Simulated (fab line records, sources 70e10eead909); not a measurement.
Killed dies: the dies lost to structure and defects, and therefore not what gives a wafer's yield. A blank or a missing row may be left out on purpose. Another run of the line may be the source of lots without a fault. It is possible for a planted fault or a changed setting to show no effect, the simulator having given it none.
Check of tool commonality :: flow nand_harc :: 3 lots and 9 wafers in the sample

== WHY THIS WAS OPENED ==
At NHARC_END_SORT_01 the reading killed_at_array is flagged on 3 of 3 lots. No-fault wafers: 25, standard deviation 9.2.
Rule: a lot is flagged when every wafer of it that has a number lies more than 4 standard deviations from that mean, or none has a number. As for the other lots, they are considered sound.

lot: L982
measured: day 20 22:08
on: prober-02
killed_at_array, wafer by wafer: 669 673 672
flag: FLAGGED

lot: L981
measured: day 21 17:50
on: prober-01
killed_at_array, wafer by wafer: 671 670 676
flag: FLAGGED

lot: L983
measured: day 21 18:38
on: prober-02
killed_at_array, wafer by wafer: 673 673 675
flag: FLAGGED
Average over the flagged lots: 672; offset from the usual +647, equal to +70 standard deviations.

== TOOL THAT RAN EACH LOT ==
Before the reading, the record contains 4 process steps out of a 1159-step route. Cell contents, in order: the tool; ch with the chambers the sampled wafers went through; the start.
lot: L982
flag: FLAGGED
NHARC_A_CONTACT_STRIP_82: rie_diel-03 ch 0,1,3, day 18 16:46 or earlier
NHARC_A_CONTACT_DEP_84: acl_dep-02 ch 0, day 18 16:46
NHARC_A_CONTACT_ETCH_89: rie_diel-03 ch 1,2,3, day 18 20:53 or earlier
NHARC_A_CONTACT_ETCH_92: rie_diel-03 ch 1,2,3, day 18 20:53

lot: L981
flag: FLAGGED
NHARC_A_CONTACT_STRIP_82: rie_diel-13 ch 1,2,3, day 19 07:32 or earlier
NHARC_A_CONTACT_DEP_84: acl_dep-03 ch 0, day 19 07:32
NHARC_A_CONTACT_ETCH_89: rie_diel-13 ch 0,2, day 19 11:40 or earlier
NHARC_A_CONTACT_ETCH_92: rie_diel-03 ch 1,2, day 19 11:40

lot: L983
flag: FLAGGED
NHARC_A_CONTACT_STRIP_82: rie_diel-05 ch 0,2,3, day 19 10:55 or earlier
NHARC_A_CONTACT_DEP_84: acl_dep-01 ch 0, day 19 10:55
NHARC_A_CONTACT_ETCH_89: rie_diel-05 ch 0,2,3, day 19 14:59 or earlier
NHARC_A_CONTACT_ETCH_92: rie_diel-03 ch 0,1,3, day 19 14:59
What is done by these steps:
- NHARC_A_CONTACT_STRIP_82: strips in O2.
- NHARC_A_CONTACT_DEP_84: deposits aC, target thk 2000 nm.
- NHARC_A_CONTACT_ETCH_89: etches the open film in N2/H2, target depth 260 nm, time 475.3 s.
- NHARC_A_CONTACT_ETCH_92: etches the open film in CH3F/O2, target depth 40 nm, time 85.7 s.
- NHARC_END_SORT_01

== FLAGGED OVER TOTAL, TOOL BY TOOL (the gauges that took the reading come last) ==
step: NHARC_A_CONTACT_STRIP_82
tool: rie_diel-03
lots run: 1
flagged: 1
share of the flagged lots: some
sound lots run after its first flagged lot: 0

step: NHARC_A_CONTACT_STRIP_82
tool: rie_diel-05
lots run: 1
flagged: 1
share of the flagged lots: some
sound lots run after its first flagged lot: 0

step: NHARC_A_CONTACT_STRIP_82
tool: rie_diel-13
lots run: 1
flagged: 1
share of the flagged lots: some
sound lots run after its first flagged lot: 0

step: NHARC_A_CONTACT_DEP_84
tool: acl_dep-01
lots run: 1
flagged: 1
share of the flagged lots: some
sound lots run after its first flagged lot: 0

step: NHARC_A_CONTACT_DEP_84
tool: acl_dep-02
lots run: 1
flagged: 1
share of the flagged lots: some
sound lots run after its first flagged lot: 0

step: NHARC_A_CONTACT_DEP_84
tool: acl_dep-03
lots run: 1
flagged: 1
share of the flagged lots: some
sound lots run after its first flagged lot: 0

step: NHARC_A_CONTACT_ETCH_89
tool: rie_diel-03
lots run: 1
flagged: 1
share of the flagged lots: some
sound lots run after its first flagged lot: 0

step: NHARC_A_CONTACT_ETCH_89
tool: rie_diel-05
lots run: 1
flagged: 1
share of the flagged lots: some
sound lots run after its first flagged lot: 0

step: NHARC_A_CONTACT_ETCH_89
tool: rie_diel-13
lots run: 1
flagged: 1
share of the flagged lots: some
sound lots run after its first flagged lot: 0

step: NHARC_A_CONTACT_ETCH_92
tool: rie_diel-03
lots run: 3
flagged: 3
share of the flagged lots: all
sound lots run after its first flagged lot: 0

step: NHARC_END_SORT_01
tool: prober-01
lots run: 1
flagged: 1
share of the flagged lots: some
sound lots run after its first flagged lot: 0

step: NHARC_END_SORT_01
tool: prober-02
lots run: 2
flagged: 2
share of the flagged lots: some
sound lots run after its first flagged lot: 0
With no start given for some of its lots, NHARC_A_CONTACT_STRIP_82 uses the hours and lot order of NHARC_A_CONTACT_DEP_84. With no start given for some of its lots, NHARC_A_CONTACT_ETCH_89 uses the hours and lot order of NHARC_A_CONTACT_ETCH_92.

== WHAT IS ALLOWED BY THE TABLE ==
In the table, 1 row covers all flagged lots: rie_diel-03 at NHARC_A_CONTACT_ETCH_92.
- rie_diel-03 at NHARC_A_CONTACT_ETCH_92 ran 3 lots, 3 of them flagged. Because this sample shows no sound lot run on it before its first flagged lot, the start cannot be pinned down more closely.
One tool is left: rie_diel-03 at NHARC_A_CONTACT_ETCH_92.

== WHAT HAD BEEN PUT IN BY THE SIMULATOR ==
Whole step skipped at NHARC_A_CONTACT_ETCH_92 on rie_diel-03, starting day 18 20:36. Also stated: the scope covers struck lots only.
Shown lots that were struck: L982, L981, L983. The rule above found the same.
